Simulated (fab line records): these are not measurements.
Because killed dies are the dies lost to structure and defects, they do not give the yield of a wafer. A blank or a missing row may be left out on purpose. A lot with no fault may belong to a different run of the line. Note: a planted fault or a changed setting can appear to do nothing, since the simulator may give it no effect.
Which tool is to blame? | flow n5-finfet | Sampling: 9 lots, 27 wafers, 6 of 1938 route steps

== WHAT THE GAUGES SHOWED, per wafer ==
N5_BEOL_M4_RC_MEAS_101. Usual: DIBL_N 36.3 mV/V, standard deviation 1.7; DIBL_P 36.5 mV/V, standard deviation 1.8; IOFF_N 0.16 nA/um, standard deviation 0.033; IOFF_P 0.21 nA/um, standard deviation 0.037; ION_N 675 uA/um, standard deviation 11; ION_P 462 uA/um, standard deviation 7.9; SS_N 71.6 mV/dec, standard deviation 0.64; SS_P 73.3 mV/dec, standard deviation 0.68; VT_N 249 mV, standard deviation 3.3; VT_P -250 mV, standard deviation 3.3.
lot  | measured     | on        | DIBL_N (mV/V)  | DIBL_P (mV/V)  | IOFF_N (nA/um) | IOFF_P (nA/um) | ION_N (uA/um) | ION_P (uA/um) | SS_N (mV/dec)  | SS_P (mV/dec)  | VT_N (mV)   | VT_P (mV)      | flag
L464 | day 8 11:33  | prober-02 | 33.6 36.4 35.8 | 34.1 37.0 36.4 | 0.14 0.18 0.17 | 0.21 0.25 0.24 | 673 679 676   | 467 468 467   | 71.1 72.3 71.8 | 73.2 73.4 73.1 | 248 250 249 | -248 -249 -246 |
L465 | day 8 07:23  | prober-01 | 37.0 35.9 36.4 | 37.9 36.4 36.4 | 0.16 0.14 0.14 | 0.23 0.22 0.21 | 674 669 675   | 464 461 471   | 71.5 71.1 71.3 | 73.7 73.5 73.1 | 249 251 251 | -251 -250 -250 |
L474 | day 10 09:15 | prober-01 | 35.8 35.6 34.2 | 36.3 34.7 33.9 | 0.16 0.15 0.13 | 0.20 0.17 0.17 | 684 666 657   | 464 450 448   | 71.3 71.1 71.1 | 72.9 72.7 72.1 | 249 249 251 | -251 -253 -253 |
L478 | day 11 16:40 | prober-02 | 37.0 38.1 39.1 | 36.3 37.1 38.9 | 0.17 0.19 0.21 | 0.24 0.24 0.27 | 677 675 686   | 463 462 465   | 71.6 72.2 72.7 | 73.4 73.7 73.8 | 249 248 248 | -248 -246 -248 |
L480 | day 12 00:10 | prober-02 | 37.3 35.6 35.4 | 35.4 34.2 34.3 | 0.16 0.15 0.14 | 0.22 0.22 0.21 | 675 703 677   | 466 481 469   | 71.4 71.4 71.2 | 72.8 72.5 72.8 | 247 246 249 | -246 -244 -245 |
L483 | day 13 00:05 | prober-02 | 33.4 35.3 34.3 | 33.1 34.8 33.9 | 0.13 0.16 0.14 | 0.17 0.19 0.18 | 682 677 672   | 465 462 459   | 71.4 71.3 71.9 | 72.7 73.6 73.2 | 251 247 250 | -254 -251 -252 |
L484 | day 13 03:38 | prober-02 | 40.0 38.2 37.6 | 40.9 38.7 37.9 | 0.28 0.23 0.21 | 0.27 0.24 0.22 | 717 695 687   | 475 461 459   | 72.9 73.1 71.7 | 74.6 74.5 73.4 | 241 242 245 | -250 -249 -251 |
L485 | day 13 10:11 | prober-02 | 36.2 37.3 37.5 | 35.1 36.3 37.0 | 0.14 0.16 0.16 | 0.17 0.18 0.20 | 662 677 673   | 447 458 458   | 71.2 72.1 71.5 | 73.8 73.9 74.2 | 253 249 247 | -251 -254 -253 |
L486 | day 13 10:06 | prober-01 | 33.2 36.3 36.8 | 33.6 37.7 38.6 | 0.12 0.18 0.19 | 0.16 0.21 0.22 | 669 678 677   | 452 461 458   | 71.2 71.9 72.1 | 72.4 74.4 74.3 | 252 248 246 | -256 -250 -253 |

== WHICH TOOL RAN EACH LOT (tool, then ch and the chambers of the sampled wafers, then the start) ==
lot  | N5_BEOL_M1_PECVD_72             | N5_BEOL_M1_ANNEAL_82         | N5_BEOL_M1_SPUTTER_86        | N5_BEOL_M1_ANNEAL_87         | N5_BEOL_M1_CMP_52
L464 | pecvd-02 ch 0,1,2, day 6 10:03  | pvd-sputter-01, day 6 20:36  | pvd-sputter-01, day 6 20:44  | pvd-sputter-01, day 6 20:49  | cmp-04 ch 0,2,3, day 6 22:35
L465 | pecvd-03 ch 0,2, day 6 16:49    | pvd-sputter-03, day 6 23:21  | pvd-sputter-03, day 6 23:29  | pvd-sputter-03, day 6 23:34  | cmp-04 ch 0,1,2, day 7 01:10
L474 | pecvd-03 ch 0,1, day 8 19:08    | pvd-sputter-02, day 9 03:35  | pvd-sputter-02, day 9 03:44  | pvd-sputter-02, day 9 03:49  | cmp-04 ch 0,1,2, day 9 05:22
L478 | pecvd-04 ch 0,1, day 10 00:38   | pvd-sputter-01, day 10 06:56 | pvd-sputter-01, day 10 07:04 | pvd-sputter-01, day 10 07:09 | cmp-02 ch 0,2, day 10 08:42
L480 | pecvd-02 ch 1,2, day 10 11:08   | pvd-sputter-01, day 10 17:44 | pvd-sputter-01, day 10 17:52 | pvd-sputter-01, day 10 17:57 | cmp-04 ch 2,3, day 10 19:44
L483 | pecvd-04 ch 0,1,2, day 11 02:17 | pvd-sputter-02, day 11 08:07 | pvd-sputter-02, day 11 08:16 | pvd-sputter-02, day 11 08:20 | cmp-02 ch 0,1,3, day 11 09:54
L484 | pecvd-03 ch 0,1, day 11 06:06   | pvd-sputter-02, day 11 11:06 | pvd-sputter-02, day 11 11:14 | pvd-sputter-02, day 11 11:19 | cmp-04 ch 0,2,3, day 11 12:55
L485 | pecvd-02 ch 0,1,2, day 11 15:31 | pvd-sputter-02, day 11 23:15 | pvd-sputter-02, day 11 23:23 | pvd-sputter-02, day 11 23:28 | cmp-01 ch 1,2,3, day 12 01:04
L486 | pecvd-02 ch 0,1,2, day 11 17:50 | pvd-sputter-01, day 12 00:44 | pvd-sputter-01, day 12 00:52 | pvd-sputter-01, day 12 00:57 | cmp-01 ch 1,3, day 12 02:28
- N5_BEOL_M1_PECVD_72: deposits SiO2 from TEOS/O2, target thk 16 nm, time 18 s.
- N5_BEOL_M1_ANNEAL_82: time 240 s.
- N5_BEOL_M1_SPUTTER_86: material Cu, target thk 4.5 nm, time 8.29 s.
- N5_BEOL_M1_ANNEAL_87: time 240 s.
- N5_BEOL_M1_CMP_52: polishes, stops on SiOC, t overpolish 6.8 s, target thk 40 nm.

== WHAT THE TOOLS THEMSELVES READ (means of the sampled wafers that have a number; where no wafer has one, the mark that the record gives instead) ==
N5_BEOL_M1_PECVD_72. Usual: heater-power-w 670 W, standard deviation 75; showerhead-plenum-p-Torr 8.79 Torr, standard deviation 0.053; throttle-valve-pct 22.3 %, standard deviation 0.94.
lot  | tool     | heater-power-w (W) | showerhead-plenum-p-Torr (Torr) | throttle-valve-pct (%) | flag
L464 | pecvd-02 | 663                | 8.81                            | 21.7                   |
L465 | pecvd-03 | 648                | 8.78                            | 22.4                   |
L474 | pecvd-03 | 736                | 8.81                            | 22.5                   |
L478 | pecvd-04 | 641                | 8.74                            | 22.7                   |
L480 | pecvd-02 | 621                | 8.77                            | 21.0                   |
L483 | pecvd-04 | 635                | 8.74                            | 21.7                   |
L484 | pecvd-03 | 681                | 8.82                            | 22.5                   |
L485 | pecvd-02 | 701                | 8.80                            | 21.9                   |
L486 | pecvd-02 | 670                | 8.79                            | 22.0                   |

N5_BEOL_M1_ANNEAL_82. Usual: heater-power-w 881 W, standard deviation 120.
lot  | tool           | heater-power-w (W) | flag
L464 | pvd-sputter-01 | 864                |
L465 | pvd-sputter-03 | 818                |
L474 | pvd-sputter-02 | 878                |
L478 | pvd-sputter-01 | 843                |
L480 | pvd-sputter-01 | 907                |
L483 | pvd-sputter-02 | 871                |
L484 | pvd-sputter-02 | 895                |
L485 | pvd-sputter-02 | 962                |
L486 | pvd-sputter-01 | 912                |

N5_BEOL_M1_SPUTTER_86. Usual: substrate-temp-c -19.99 C, standard deviation 0.096; throttle-valve-pct 30.4 %, standard deviation 0.85.
lot  | tool           | substrate-temp-c (C) | throttle-valve-pct (%) | flag
L464 | pvd-sputter-01 | -19.96               | 30.7                   |
L465 | pvd-sputter-03 | -20.02               | 29.7                   |
L474 | pvd-sputter-02 | -19.94               | 30.3                   |
L478 | pvd-sputter-01 | -20.00               | 30.5                   |
L480 | pvd-sputter-01 | -19.97               | 31.3                   |
L483 | pvd-sputter-02 | -20.08               | 30.3                   |
L484 | pvd-sputter-02 | -19.85               | 31.1                   |
L485 | pvd-sputter-02 | -20.04               | 30.1                   |
L486 | pvd-sputter-01 | -20.04               | 31.8                   |

N5_BEOL_M1_ANNEAL_87. Usual: heater-power-w 883 W, standard deviation 120.
lot  | tool           | heater-power-w (W) | flag
L464 | pvd-sputter-01 | 854                |
L465 | pvd-sputter-03 | 817                |
L474 | pvd-sputter-02 | 877                |
L478 | pvd-sputter-01 | 849                |
L480 | pvd-sputter-01 | 920                |
L483 | pvd-sputter-02 | 871                |
L484 | pvd-sputter-02 | 890                |
L485 | pvd-sputter-02 | 948                |
L486 | pvd-sputter-01 | 897                |

N5_BEOL_M1_CMP_52. Usual: barrier-field-endpoint-s 24.9 s, standard deviation 0.56; motor-current-A 6.2 A, standard deviation 0.64; platen-rpm 50.001 rpm, standard deviation 0.03; slurry-filter-dp-kPa 13.51 kPa, standard deviation 0.14.
lot  | tool   | barrier-field-endpoint-s (s) | motor-current-A (A) | platen-rpm (rpm) | slurry-filter-dp-kPa (kPa) | flag
L464 | cmp-04 | 25.0                         | 5.9                 | 49.984           | 13.45                      |
L465 | cmp-04 | 24.9                         | 5.7                 | 49.999           | 13.51                      |
L474 | cmp-04 | 23.7                         | 5.9                 | 50.019           | 13.55                      |
L478 | cmp-02 | 25.2                         | 6.0                 | 50.022           | 13.43                      |
L480 | cmp-04 | 25.1                         | 6.6                 | 50.010           | 13.42                      |
L483 | cmp-02 | 25.0                         | 6.3                 | 50.040           | 13.44                      |
L484 | cmp-04 | 24.5                         | 6.0                 | 50.003           | 13.57                      |
L485 | cmp-01 | 24.8                         | 6.7                 | 49.982           | 13.42                      |
L486 | cmp-01 | 24.9                         | 6.4                 | 49.989           | 13.29                      |

== THE ANSWER, worked out from the rows above alone ==
Rule: a lot is off if the mean of its wafers that have a number lies more than 3 standard deviations from the usual mean. A lot without any number at a reading at which 4 lots or more have one is off too. Where the step has rows for the other lots, those lots are counted as sound. First the gauges in route order, then the tools' own readings, where a lot's mean is used as printed above. The first step at which some lot is off is used, and at that step the reading that is off furthest; a lot without a number counts as furthest.
No lot is off at any reading shown: from this, nothing can be told.

== WHAT THE SIMULATOR HAD PUT IN ==
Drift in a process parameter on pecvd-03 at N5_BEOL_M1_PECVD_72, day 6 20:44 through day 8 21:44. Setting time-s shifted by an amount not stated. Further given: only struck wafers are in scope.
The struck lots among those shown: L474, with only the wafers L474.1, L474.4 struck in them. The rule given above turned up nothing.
